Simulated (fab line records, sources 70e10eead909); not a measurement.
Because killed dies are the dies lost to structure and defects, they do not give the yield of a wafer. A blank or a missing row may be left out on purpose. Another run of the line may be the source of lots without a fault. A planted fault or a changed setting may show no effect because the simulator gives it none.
Matching of chambers || flow nandHarc || NHARC_A_ZERO_WELL_ETCH_19 on rieDiel-06: 4 sister chambers
The step etches the open film in N2/H2, target depth 80 nm, overetch 24 nm, time 87.88 s. 39 wafers are shown with their chamber, then 12 later ones without.

== WAFERS WITH THEIR CHAMBER ==
{"wafer": "L075.1", "chamber": 0, "showerheadPlenumPTorr (Torr)": 1.99, "drypumpMotorCurrentA (A)": 5.9, "oesProductAu (a.u.)": 0.998}
{"wafer": "L075.2", "chamber": 3, "showerheadPlenumPTorr (Torr)": 1.95, "drypumpMotorCurrentA (A)": 5.0, "oesProductAu (a.u.)": 1.017}
{"wafer": "L075.6", "chamber": 1, "showerheadPlenumPTorr (Torr)": 2.09, "drypumpMotorCurrentA (A)": 5.8, "oesProductAu (a.u.)": 1.026}
{"wafer": "L076.1", "chamber": 1, "showerheadPlenumPTorr (Torr)": 2.09, "drypumpMotorCurrentA (A)": 5.9, "oesProductAu (a.u.)": 1.030}
{"wafer": "L076.2", "chamber": 3, "showerheadPlenumPTorr (Torr)": 1.95, "drypumpMotorCurrentA (A)": 5.0, "oesProductAu (a.u.)": 1.013}
{"wafer": "L076.6", "chamber": 2, "showerheadPlenumPTorr (Torr)": 2.04, "drypumpMotorCurrentA (A)": 6.2, "oesProductAu (a.u.)": 1.006}
{"wafer": "L076.3", "chamber": 2, "showerheadPlenumPTorr (Torr)": 2.04, "drypumpMotorCurrentA (A)": 6.2, "oesProductAu (a.u.)": 1.011}
{"wafer": "L076.4", "chamber": 0, "showerheadPlenumPTorr (Torr)": 1.99, "drypumpMotorCurrentA (A)": 5.9, "oesProductAu (a.u.)": 0.994}
{"wafer": "L076.5", "chamber": 1, "showerheadPlenumPTorr (Torr)": 2.09, "drypumpMotorCurrentA (A)": 5.8, "oesProductAu (a.u.)": 1.025}
{"wafer": "L077.1", "chamber": 3, "showerheadPlenumPTorr (Torr)": 1.95, "drypumpMotorCurrentA (A)": 5.0, "oesProductAu (a.u.)": 0.997}
{"wafer": "L077.2", "chamber": 2, "showerheadPlenumPTorr (Torr)": 2.04, "drypumpMotorCurrentA (A)": 6.2, "oesProductAu (a.u.)": 0.998}
{"wafer": "L077.4", "chamber": 0, "showerheadPlenumPTorr (Torr)": 1.99, "drypumpMotorCurrentA (A)": 5.8, "oesProductAu (a.u.)": 0.987}
{"wafer": "L079.2", "chamber": 2, "showerheadPlenumPTorr (Torr)": 2.03, "drypumpMotorCurrentA (A)": 6.1, "oesProductAu (a.u.)": 1.004}
{"wafer": "L079.3", "chamber": 3, "showerheadPlenumPTorr (Torr)": 1.95, "drypumpMotorCurrentA (A)": 5.0, "oesProductAu (a.u.)": 1.007}
{"wafer": "L079.4", "chamber": 0, "showerheadPlenumPTorr (Torr)": 1.99, "drypumpMotorCurrentA (A)": 5.9, "oesProductAu (a.u.)": 0.994}
{"wafer": "L080.1", "chamber": 0, "showerheadPlenumPTorr (Torr)": 1.99, "drypumpMotorCurrentA (A)": 5.9, "oesProductAu (a.u.)": 0.989}
{"wafer": "L080.3", "chamber": 1, "showerheadPlenumPTorr (Torr)": 2.09, "drypumpMotorCurrentA (A)": 5.9, "oesProductAu (a.u.)": 1.032}
{"wafer": "L080.5", "chamber": 0, "showerheadPlenumPTorr (Torr)": 1.99, "drypumpMotorCurrentA (A)": 5.9, "oesProductAu (a.u.)": 0.993}
{"wafer": "L080.2", "chamber": 3, "showerheadPlenumPTorr (Torr)": 1.95, "drypumpMotorCurrentA (A)": 5.0, "oesProductAu (a.u.)": 1.012}
{"wafer": "L080.4", "chamber": 2, "showerheadPlenumPTorr (Torr)": 2.04, "drypumpMotorCurrentA (A)": 6.1, "oesProductAu (a.u.)": 1.008}
{"wafer": "L080.6", "chamber": 1, "showerheadPlenumPTorr (Torr)": 2.09, "drypumpMotorCurrentA (A)": 5.9, "oesProductAu (a.u.)": 1.026}
{"wafer": "L081.1", "chamber": 2, "showerheadPlenumPTorr (Torr)": 2.04, "drypumpMotorCurrentA (A)": 6.2, "oesProductAu (a.u.)": 1.009}
{"wafer": "L081.5", "chamber": 1, "showerheadPlenumPTorr (Torr)": 2.09, "drypumpMotorCurrentA (A)": 5.8, "oesProductAu (a.u.)": 1.025}
{"wafer": "L081.6", "chamber": 2, "showerheadPlenumPTorr (Torr)": 2.03, "drypumpMotorCurrentA (A)": 6.2, "oesProductAu (a.u.)": 1.011}
{"wafer": "L082.1", "chamber": 2, "showerheadPlenumPTorr (Torr)": 2.03, "drypumpMotorCurrentA (A)": 6.2, "oesProductAu (a.u.)": 1.018}
{"wafer": "L082.4", "chamber": 0, "showerheadPlenumPTorr (Torr)": 1.99, "drypumpMotorCurrentA (A)": 5.9, "oesProductAu (a.u.)": 0.994}
{"wafer": "L082.5", "chamber": 2, "showerheadPlenumPTorr (Torr)": 2.04, "drypumpMotorCurrentA (A)": 6.2, "oesProductAu (a.u.)": 1.019}
{"wafer": "L083.2", "chamber": 3, "showerheadPlenumPTorr (Torr)": 1.95, "drypumpMotorCurrentA (A)": 5.0, "oesProductAu (a.u.)": 1.004}
{"wafer": "L083.4", "chamber": 0, "showerheadPlenumPTorr (Torr)": 1.99, "drypumpMotorCurrentA (A)": 5.9, "oesProductAu (a.u.)": 0.994}
{"wafer": "L083.6", "chamber": 1, "showerheadPlenumPTorr (Torr)": 2.09, "drypumpMotorCurrentA (A)": 5.8, "oesProductAu (a.u.)": 1.009}
{"wafer": "L083.1", "chamber": 2, "showerheadPlenumPTorr (Torr)": 2.03, "drypumpMotorCurrentA (A)": 6.2, "oesProductAu (a.u.)": 1.001}
{"wafer": "L083.3", "chamber": 1, "showerheadPlenumPTorr (Torr)": 2.09, "drypumpMotorCurrentA (A)": 5.9, "oesProductAu (a.u.)": 1.026}
{"wafer": "L083.5", "chamber": 0, "showerheadPlenumPTorr (Torr)": 1.99, "drypumpMotorCurrentA (A)": 5.9, "oesProductAu (a.u.)": 0.990}
{"wafer": "L086.2", "chamber": 0, "showerheadPlenumPTorr (Torr)": 1.99, "drypumpMotorCurrentA (A)": 5.9, "oesProductAu (a.u.)": 0.998}
{"wafer": "L086.4", "chamber": 1, "showerheadPlenumPTorr (Torr)": 2.09, "drypumpMotorCurrentA (A)": 5.9, "oesProductAu (a.u.)": 1.013}
{"wafer": "L086.5", "chamber": 0, "showerheadPlenumPTorr (Torr)": 1.99, "drypumpMotorCurrentA (A)": 5.9, "oesProductAu (a.u.)": 0.997}
{"wafer": "L093.2", "chamber": 0, "showerheadPlenumPTorr (Torr)": 1.99, "drypumpMotorCurrentA (A)": 5.9, "oesProductAu (a.u.)": 1.000}
{"wafer": "L093.5", "chamber": 3, "showerheadPlenumPTorr (Torr)": 1.95, "drypumpMotorCurrentA (A)": 5.0, "oesProductAu (a.u.)": 1.008}
{"wafer": "L093.6", "chamber": 2, "showerheadPlenumPTorr (Torr)": 2.03, "drypumpMotorCurrentA (A)": 6.2, "oesProductAu (a.u.)": 0.995}

SIGNATURES, as means of the wafers listed above
{"reading": "showerheadPlenumPTorr", "chamber 0": 1.9900, "chamber 1": 2.0900, "chamber 2": 2.0355, "chamber 3": 1.9500, "scatter within a chamber": 0.00279}
{"reading": "drypumpMotorCurrentA", "chamber 0": 5.892, "chamber 1": 5.856, "chamber 2": 6.182, "chamber 3": 5.000, "scatter within a chamber": 0.0369}
{"reading": "oesProductAu", "chamber 0": 0.99400, "chamber 1": 1.02356, "chamber 2": 1.00727, "chamber 3": 1.00829, "scatter within a chamber": 0.00645}
Rule: for a wafer and a chamber, the distance is found by dividing, reading by reading, the gap between the wafer's reading and the chamber's mean by the reading's scatter, squaring, summing and taking the root. The wafer belongs to the nearest chamber; if the next one is less than 2 further off, it can't be placed. The scatter: the root of (the sum of the squares of (reading less its chamber's mean) over the shown wafers, divided by (wafers less chambers)).

== WAFERS WHOSE CHAMBER IS MISSING ==
{"wafer": "L092.1", "showerheadPlenumPTorr (Torr)": 1.95, "drypumpMotorCurrentA (A)": 5.0, "oesProductAu (a.u.)": 1.003}
{"wafer": "L092.3", "showerheadPlenumPTorr (Torr)": 1.99, "drypumpMotorCurrentA (A)": 5.9, "oesProductAu (a.u.)": 1.002}
{"wafer": "L092.5", "showerheadPlenumPTorr (Torr)": 2.09, "drypumpMotorCurrentA (A)": 5.9, "oesProductAu (a.u.)": 0.987}
{"wafer": "L095.1", "showerheadPlenumPTorr (Torr)": 2.03, "drypumpMotorCurrentA (A)": 6.2, "oesProductAu (a.u.)": 1.003}
{"wafer": "L095.4", "showerheadPlenumPTorr (Torr)": 2.09, "drypumpMotorCurrentA (A)": 5.9, "oesProductAu (a.u.)": 1.001}
{"wafer": "L095.6", "showerheadPlenumPTorr (Torr)": 2.03, "drypumpMotorCurrentA (A)": 6.2, "oesProductAu (a.u.)": 0.995}
{"wafer": "L096.1", "showerheadPlenumPTorr (Torr)": 1.95, "drypumpMotorCurrentA (A)": 5.0, "oesProductAu (a.u.)": 1.006}
{"wafer": "L096.4", "showerheadPlenumPTorr (Torr)": 2.09, "drypumpMotorCurrentA (A)": 5.8, "oesProductAu (a.u.)": 1.004}
{"wafer": "L096.6", "showerheadPlenumPTorr (Torr)": 1.95, "drypumpMotorCurrentA (A)": 5.0, "oesProductAu (a.u.)": 1.011}
{"wafer": "L097.2", "showerheadPlenumPTorr (Torr)": 1.95, "drypumpMotorCurrentA (A)": 5.0, "oesProductAu (a.u.)": 1.002}
{"wafer": "L097.3", "showerheadPlenumPTorr (Torr)": 2.03, "drypumpMotorCurrentA (A)": 6.2, "oesProductAu (a.u.)": 1.017}
{"wafer": "L097.4", "showerheadPlenumPTorr (Torr)": 1.99, "drypumpMotorCurrentA (A)": 5.9, "oesProductAu (a.u.)": 1.007}

== WHICH CHAMBER EACH ONE RAN IN ==
{"wafer": "L092.1", "from the rows above": 3, "in truth": 3}
{"wafer": "L092.3", "from the rows above": 0, "in truth": 0}
{"wafer": "L092.5", "from the rows above": 1, "in truth": 1}
{"wafer": "L095.1", "from the rows above": 2, "in truth": 2}
{"wafer": "L095.4", "from the rows above": 1, "in truth": 1}
{"wafer": "L095.6", "from the rows above": 2, "in truth": 2}
{"wafer": "L096.1", "from the rows above": 3, "in truth": 3}
{"wafer": "L096.4", "from the rows above": 1, "in truth": 1}
{"wafer": "L096.6", "from the rows above": 3, "in truth": 3}
{"wafer": "L097.2", "from the rows above": 3, "in truth": 3}
{"wafer": "L097.3", "from the rows above": 2, "in truth": 2}
{"wafer": "L097.4", "from the rows above": 0, "in truth": 0}
12 of 12 placed correctly. Can't be placed from these rows: 0. Wrongly placed: 0.
